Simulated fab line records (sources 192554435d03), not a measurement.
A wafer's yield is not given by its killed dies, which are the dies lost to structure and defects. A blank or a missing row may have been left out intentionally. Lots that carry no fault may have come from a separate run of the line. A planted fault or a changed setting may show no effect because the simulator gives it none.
Which of the tools did it? / flow n5_finfet / 27 wafers from 9 lots sampled at 3 of the route's 1938 steps

== WHAT THE GAUGES SHOWED, per wafer ==
N5_BEOL_M9_OVL_MEAS_29.
lot=L724; measured=day 10 23:25; on=overlay-01; V8_OVL (nm)=0.3 1.2 0.4
lot=L727; measured=day 11 06:58; on=overlay-01; V8_OVL (nm)=0.3 0.2 -0.4
lot=L729; measured=day 12 04:38; on=overlay-02; V8_OVL (nm)=1.1 0.8 0.5
lot=L733; measured=day 13 13:01; on=overlay-02; V8_OVL (nm)=0.5 0.1 0.7
lot=L736; measured=day 13 19:44; on=overlay-01; V8_OVL (nm)=0.1 0.9 0.4
lot=L735; measured=day 13 21:32; on=overlay-02; V8_OVL (nm)=6.0 5.2 5.4
lot=L740; measured=day 14 11:05; on=overlay-01; V8_OVL (nm)=4.1 4.6 5.0
lot=L743; measured=day 16 04:23; on=overlay-02; V8_OVL (nm)=0.5 0.3 -0.4
lot=L746; measured=day 17 00:48; on=overlay-01; V8_OVL (nm)=-0.3 -1.4 -0.1

== TOOL THAT RAN EACH LOT (tool first, then ch and the chambers of the sampled wafers, then the start) ==
lot=L724; N5_BEOL_M9_DESCUM_16=rie_diel-04 ch 1,2, day 10 22:35; N5_BEOL_M9_EXPOSE_25=euv_scanner-01 ch 0, day 10 23:15
lot=L727; N5_BEOL_M9_DESCUM_16=rie_diel-05 ch 0,1, day 11 04:25; N5_BEOL_M9_EXPOSE_25=euv_scanner-01 ch 0, day 11 06:49
lot=L729; N5_BEOL_M9_DESCUM_16=rie_diel-03 ch 1,2,3, day 12 00:38; N5_BEOL_M9_EXPOSE_25=euv_scanner-01 ch 0, day 12 04:29
lot=L733; N5_BEOL_M9_DESCUM_16=rie_diel-03 ch 0,2,3, day 13 10:28; N5_BEOL_M9_EXPOSE_25=euv_scanner-01 ch 0, day 13 12:52
lot=L736; N5_BEOL_M9_DESCUM_16=rie_diel-03 ch 0,2,3, day 13 18:25; N5_BEOL_M9_EXPOSE_25=euv_scanner-02 ch 0, day 13 19:34
lot=L735; N5_BEOL_M9_DESCUM_16=rie_diel-05 ch 0,3, day 13 19:58; N5_BEOL_M9_EXPOSE_25=euv_scanner-01 ch 0, day 13 21:23
lot=L740; N5_BEOL_M9_DESCUM_16=rie_diel-03 ch 0,1,3, day 14 08:10; N5_BEOL_M9_EXPOSE_25=euv_scanner-01 ch 0, day 14 10:56
lot=L743; N5_BEOL_M9_DESCUM_16=rie_diel-04 ch 0,2, day 16 02:53; N5_BEOL_M9_EXPOSE_25=euv_scanner-02 ch 0, day 16 04:13
lot=L746; N5_BEOL_M9_DESCUM_16=rie_diel-04 ch 1,3, day 16 22:47; N5_BEOL_M9_EXPOSE_25=euv_scanner-02 ch 0, day 17 00:38
- N5_BEOL_M9_DESCUM_16: chemistry O2, time 7.9 s.
- N5_BEOL_M9_EXPOSE_25: exposes mask V8.

== WHAT THE TOOLS THEMSELVES READ (means of the sampled wafers that have a number; where no wafer has one, the mark that the record gives instead) ==
N5_BEOL_M9_DESCUM_16.
lot=L724; tool=rie_diel-04; bias_power_w (W)=20.03; drypump_motor_current_A (A)=5.0; oes_product_au (a.u.)=0.72; rf_vpp_V (V)=243.3; showerhead_plenum_p_Torr (Torr)=2.04; throttle_valve_pct (%)=20.54
lot=L727; tool=rie_diel-05; bias_power_w (W)=20.01; drypump_motor_current_A (A)=5.7; oes_product_au (a.u.)=0.82; rf_vpp_V (V)=245.1; showerhead_plenum_p_Torr (Torr)=2.22; throttle_valve_pct (%)=20.58
lot=L729; tool=rie_diel-03; bias_power_w (W)=19.97; drypump_motor_current_A (A)=6.1; oes_product_au (a.u.)=0.85; rf_vpp_V (V)=243.5; showerhead_plenum_p_Torr (Torr)=2.10; throttle_valve_pct (%)=20.49
lot=L733; tool=rie_diel-03; bias_power_w (W)=19.99; drypump_motor_current_A (A)=5.8; oes_product_au (a.u.)=0.84; rf_vpp_V (V)=242.1; showerhead_plenum_p_Torr (Torr)=2.07; throttle_valve_pct (%)=20.53
lot=L736; tool=rie_diel-03; bias_power_w (W)=20.03; drypump_motor_current_A (A)=5.8; oes_product_au (a.u.)=0.85; rf_vpp_V (V)=243.1; showerhead_plenum_p_Torr (Torr)=2.06; throttle_valve_pct (%)=20.53
lot=L735; tool=rie_diel-05; bias_power_w (W)=20.04; drypump_motor_current_A (A)=5.9; oes_product_au (a.u.)=0.82; rf_vpp_V (V)=244.5; showerhead_plenum_p_Torr (Torr)=2.16; throttle_valve_pct (%)=20.42
lot=L740; tool=rie_diel-03; bias_power_w (W)=19.99; drypump_motor_current_A (A)=5.8; oes_product_au (a.u.)=0.77; rf_vpp_V (V)=243.0; showerhead_plenum_p_Torr (Torr)=2.04; throttle_valve_pct (%)=20.75
lot=L743; tool=rie_diel-04; bias_power_w (W)=20.00; drypump_motor_current_A (A)=5.2; oes_product_au (a.u.)=0.68; rf_vpp_V (V)=242.6; showerhead_plenum_p_Torr (Torr)=2.00; throttle_valve_pct (%)=20.45
lot=L746; tool=rie_diel-04; bias_power_w (W)=20.03; drypump_motor_current_A (A)=4.9; oes_product_au (a.u.)=0.71; rf_vpp_V (V)=244.5; showerhead_plenum_p_Torr (Torr)=2.13; throttle_valve_pct (%)=20.62

N5_BEOL_M9_EXPOSE_25.
lot=L724; tool=euv_scanner-01; reticle_temp_C (C)=22.90
lot=L727; tool=euv_scanner-01; reticle_temp_C (C)=22.93
lot=L729; tool=euv_scanner-01; reticle_temp_C (C)=23.08
lot=L733; tool=euv_scanner-01; reticle_temp_C (C)=23.04
lot=L736; tool=euv_scanner-02; reticle_temp_C (C)=23.05
lot=L735; tool=euv_scanner-01; reticle_temp_C (C)=22.90
lot=L740; tool=euv_scanner-01; reticle_temp_C (C)=22.96
lot=L743; tool=euv_scanner-02; reticle_temp_C (C)=23.00
lot=L746; tool=euv_scanner-02; reticle_temp_C (C)=22.99

== THE ANSWER, worked out from the rows above alone ==
Rule: usual is defined by the lots themselves. Put in order of their means at a reading, lots are off if they are a third of the lots or fewer, leave a main group of 4 or more, and stand apart from it by a gap of 3 or more times the standard deviation of the main group's means; of several such gaps the widest counts. The tables above print the reading to a certain number of digits; a main group whose means all agree to those digits is not used. A lot without any number at a reading at which 4 lots or more have one is off too. All remaining lots with rows at the step are treated as sound. After the gauges, taken in route order, come the tools' own readings; for these a lot's mean is taken, as printed above. At the first step where some lot is off, the reading lying furthest off is the one used; lots without a number count as furthest.
Off: L735, L740, seen at N5_BEOL_M9_OVL_MEAS_29 (V8_OVL). For the main group the mean is 0.3 nm and the standard deviation 0.43.
If a tool, at a process step before that reading, ran all the lots that are off and no sound lot after the first of them, it fits. The gauges at N5_BEOL_M9_OVL_MEAS_29 are tried like those tools. One fits: N5_BEOL_M9_EXPOSE_25 on euv_scanner-01. Its last sound lot is L733 (day 13 12:52), its first lot that is off L735 (day 13 21:23): a fault that began between those two fits.

== WHAT THE SIMULATOR HAD INSERTED ==
Scanner matching overlay: euv_scanner-01, from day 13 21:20 on, at N5_BEOL_M9_EXPOSE_25. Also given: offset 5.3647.
Lots struck among those shown: L735, L740. The same result came from the rule above.
